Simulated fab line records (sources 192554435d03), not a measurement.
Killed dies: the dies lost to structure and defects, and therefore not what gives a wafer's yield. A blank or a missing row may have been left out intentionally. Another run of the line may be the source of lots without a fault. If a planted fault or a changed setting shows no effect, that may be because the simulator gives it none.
Which tool was responsible? / flow n5 finfet / 37 wafers from 13 lots sampled at 5 of the route's 1938 steps

== WHAT THE GAUGES READ, wafer by wafer ==
N5_ILD0_THK_MEAS_08. Usual: thk nm reads 139.5 nm (standard deviation 1.6).
lot=L263; measured=day 3 19:06; on=film metro-01; thk nm (nm)=139.9 139.7 140.4; flag=
lot=L264; measured=day 4 05:13; on=film metro-02; thk nm (nm)=140.7 141.9 140.0; flag=
lot=L265; measured=day 4 06:12; on=film metro-01; thk nm (nm)=137.8 139.9 139.6; flag=
lot=L266; measured=day 4 14:19; on=film metro-01; thk nm (nm)=138.9 141.2 140.4; flag=
lot=L267; measured=day 4 18:38; on=film metro-01; thk nm (nm)=137.6 142.8; flag=
lot=L268; measured=day 4 23:50; on=film metro-01; thk nm (nm)=139.7 137.8 139.6; flag=
lot=L269; measured=day 5 08:19; on=film metro-01; thk nm (nm)=137.6 140.5 139.6; flag=
lot=L272; measured=day 6 04:39; on=film metro-01; thk nm (nm)=140.7 139.8 139.3; flag=
lot=L273; measured=day 6 06:31; on=film metro-01; thk nm (nm)=141.3 138.9; flag=
lot=L275; measured=day 6 21:14; on=film metro-02; thk nm (nm)=140.0 136.4 139.7; flag=
lot=L278; measured=day 7 13:26; on=film metro-01; thk nm (nm)=140.2 140.2 137.2; flag=
lot=L284; measured=day 9 04:16; on=film metro-01; thk nm (nm)=138.2 139.8 141.9; flag=
lot=L285; measured=day 9 07:08; on=film metro-01; thk nm (nm)=140.6 142.8 141.9; flag=

N5_SDB_THK_MEAS_31. Usual: SDB_THK gives 64.4 nm (standard deviation 1.3).
lot=L263; measured=day 4 02:37; on=film metro-01; SDB_THK (nm)=63.6 66.4 66.7; flag=
lot=L264; measured=day 4 12:55; on=film metro-01; SDB_THK (nm)=63.9 64.7 63.4; flag=
lot=L265; measured=day 4 13:53; on=film metro-01; SDB_THK (nm)=64.3 64.9 66.1; flag=
lot=L266; measured=day 4 22:59; on=film metro-01; SDB_THK (nm)=62.1 65.0 61.4; flag=
lot=L267; measured=day 5 02:16; on=film metro-01; SDB_THK (nm)=65.2 65.0; flag=
lot=L268; measured=day 5 07:58; on=film metro-01; SDB_THK (nm)=65.9 63.9 65.4; flag=
lot=L269; measured=day 5 15:58; on=film metro-01; SDB_THK (nm)=63.4 66.5 62.6; flag=
lot=L272; measured=day 6 13:18; on=film metro-01; SDB_THK (nm)=63.5 66.1 63.3; flag=
lot=L273; measured=day 6 15:13; on=film metro-01; SDB_THK (nm)=63.0 65.1; flag=
lot=L275; measured=day 7 05:30; on=film metro-01; SDB_THK (nm)=64.1 63.9 63.1; flag=
lot=L278; measured=day 7 21:06; on=film metro-01; SDB_THK (nm)=64.2 64.3 61.8; flag=
lot=L284; measured=day 9 12:02; on=film metro-01; SDB_THK (nm)=65.2 64.9 62.3; flag=
lot=L285; measured=day 9 14:48; on=film metro-01; SDB_THK (nm)=64.1 64.8 67.2; flag=

N5_HKMG_FIN_INSPECT_61: inspects for defects (macro). Usual: raw defect count reads 1.9 (standard deviation 1.4).
lot=L263; measured=day 4 04:07; on=defect inspect-01; raw defect count=0 2 4; flag=
lot=L264; measured=day 4 14:25; on=defect inspect-02; raw defect count=1 3 2; flag=
lot=L265; measured=day 4 15:22; on=defect inspect-02; raw defect count=2 0 2; flag=
lot=L266; measured=day 5 00:36; on=defect inspect-02; raw defect count=3 1 2; flag=
lot=L267; measured=day 5 03:53; on=defect inspect-01; raw defect count=2 1; flag=
lot=L268; measured=day 5 09:39; on=defect inspect-01; raw defect count=3 2 3; flag=
lot=L269; measured=day 5 17:43; on=defect inspect-01; raw defect count=2 2 2; flag=
lot=L272; measured=day 6 15:10; on=defect inspect-02; raw defect count=1 3 3; flag=
lot=L273; measured=day 6 16:50; on=defect inspect-01; raw defect count=0 2; flag=
lot=L275; measured=day 7 07:07; on=defect inspect-01; raw defect count=0 0 4; flag=
lot=L278; measured=day 7 22:50; on=defect inspect-02; raw defect count=0 3 0; flag=
lot=L284; measured=day 9 13:56; on=defect inspect-02; raw defect count=1 5 2; flag=
lot=L285; measured=day 9 16:37; on=defect inspect-02; raw defect count=3 1 2; flag=

N5_HKMG_FIN_THK_MEAS_70: measures by xrf. Usual: HK_THK gives 1.603 nm (standard deviation 0.017).
lot=L263; measured=day 4 06:50; on=film metro-02; HK_THK (nm)=1.611 1.584 1.547; flag=
lot=L264; measured=day 4 16:57; on=film metro-01; HK_THK (nm)=1.614 1.603 1.611; flag=
lot=L265; measured=day 4 17:49; on=film metro-01; HK_THK (nm)=1.585 1.606 1.575; flag=
lot=L266; measured=day 5 03:07; on=film metro-01; HK_THK (nm)=1.603 1.604 1.602; flag=
lot=L267; measured=day 5 06:32; on=film metro-01; HK_THK (nm)=1.628 1.592; flag=
lot=L268; measured=day 5 12:46; on=film metro-01; HK_THK (nm)=1.623 1.611 1.618; flag=
lot=L269; measured=day 5 20:23; on=film metro-01; HK_THK (nm)=1.623 1.611 1.615; flag=
lot=L272; measured=day 6 17:36; on=film metro-02; HK_THK (nm)=0.927 0.917 0.912; flag=OFF
lot=L273; measured=day 6 19:26; on=film metro-02; HK_THK (nm)=1.615 1.614; flag=
lot=L275; measured=day 7 09:56; on=film metro-01; HK_THK (nm)=0.917 0.911 0.896; flag=OFF
lot=L278; measured=day 8 01:19; on=film metro-01; HK_THK (nm)=1.609 1.577 1.610; flag=
lot=L284; measured=day 9 16:29; on=film metro-01; HK_THK (nm)=1.608 1.624 1.609; flag=
lot=L285; measured=day 9 19:04; on=film metro-01; HK_THK (nm)=1.610 1.608 1.610; flag=

== WHICH TOOL RAN EACH LOT (tool, then ch and the chambers of the sampled wafers, then the start) ==
lot=L263; N5_HKMG_FIN_HK_ALD_01=ald hk-03 ch 0,2,3, day 4 03:15
lot=L264; N5_HKMG_FIN_HK_ALD_01=ald hk-03 ch 2,3, day 4 13:32
lot=L265; N5_HKMG_FIN_HK_ALD_01=ald hk-02 ch 1,2,3, day 4 14:30
lot=L266; N5_HKMG_FIN_HK_ALD_01=ald hk-01 ch 0,1,3, day 4 23:36
lot=L267; N5_HKMG_FIN_HK_ALD_01=ald hk-01 ch 0,1, day 5 02:53
lot=L268; N5_HKMG_FIN_HK_ALD_01=ald hk-03 ch 1,2,3, day 5 08:39
lot=L269; N5_HKMG_FIN_HK_ALD_01=ald hk-01 ch 1,2,3, day 5 16:34
lot=L272; N5_HKMG_FIN_HK_ALD_01=ald hk-03 ch 0,1,3, day 6 13:56
lot=L273; N5_HKMG_FIN_HK_ALD_01=ald hk-01 ch 2,3, day 6 15:50
lot=L275; N5_HKMG_FIN_HK_ALD_01=ald hk-03 ch 2,3, day 7 06:07
lot=L278; N5_HKMG_FIN_HK_ALD_01=ald hk-02 ch 0,1,3, day 7 21:50
lot=L284; N5_HKMG_FIN_HK_ALD_01=ald hk-03 ch 2,3, day 9 12:49
lot=L285; N5_HKMG_FIN_HK_ALD_01=ald hk-03 ch 0,3, day 9 15:32
- N5_HKMG_FIN_HK_ALD_01: deposits HfO2, target thk 1.6 nm, pulse time 3 s, purge time 3 s.

== AS READ BY THE TOOLS THEMSELVES (means over the sampled wafers that have a number; for cases with no such wafer, the mark the record gives instead) ==
N5_HKMG_FIN_HK_ALD_01. Usual: precursor pulse height rel reads 0.999 (standard deviation 0.019).
lot=L263; tool=ald hk-03; precursor pulse height rel=1.021; flag=
lot=L264; tool=ald hk-03; precursor pulse height rel=1.006; flag=
lot=L265; tool=ald hk-02; precursor pulse height rel=0.999; flag=
lot=L266; tool=ald hk-01; precursor pulse height rel=1.011; flag=
lot=L267; tool=ald hk-01; precursor pulse height rel=0.991; flag=
lot=L268; tool=ald hk-03; precursor pulse height rel=1.004; flag=
lot=L269; tool=ald hk-01; precursor pulse height rel=1.003; flag=
lot=L272; tool=ald hk-03; precursor pulse height rel=1.015; flag=
lot=L273; tool=ald hk-01; precursor pulse height rel=0.999; flag=
lot=L275; tool=ald hk-03; precursor pulse height rel=1.004; flag=
lot=L278; tool=ald hk-02; precursor pulse height rel=0.995; flag=
lot=L284; tool=ald hk-03; precursor pulse height rel=1.005; flag=
lot=L285; tool=ald hk-03; precursor pulse height rel=0.981; flag=

== THE ANSWER, worked out from the rows above alone ==
Rule: a lot counts as off when the mean over its wafers that have a number is more than 3 standard deviations away from the usual mean. Also off: a lot with no number at a reading for which 4 or more lots have one. Where the step has rows for the other lots, those lots are counted as sound. The gauges are gone through in route order, then the tools' own readings, and for those a lot's mean is taken as printed above. At the first step where some lot is off, the reading lying furthest off is the one used; lots without a number count as furthest.
Off: L272, L275, seen at N5_HKMG_FIN_THK_MEAS_70 (HK_THK).
If a tool, at a process step before that reading, ran all the lots that are off and no sound lot after the first of them, it fits. The gauges at N5_HKMG_FIN_THK_MEAS_70 are tried like those tools. Not one of the candidates tried fits.

== WHAT THE SIMULATOR PUT IN ==
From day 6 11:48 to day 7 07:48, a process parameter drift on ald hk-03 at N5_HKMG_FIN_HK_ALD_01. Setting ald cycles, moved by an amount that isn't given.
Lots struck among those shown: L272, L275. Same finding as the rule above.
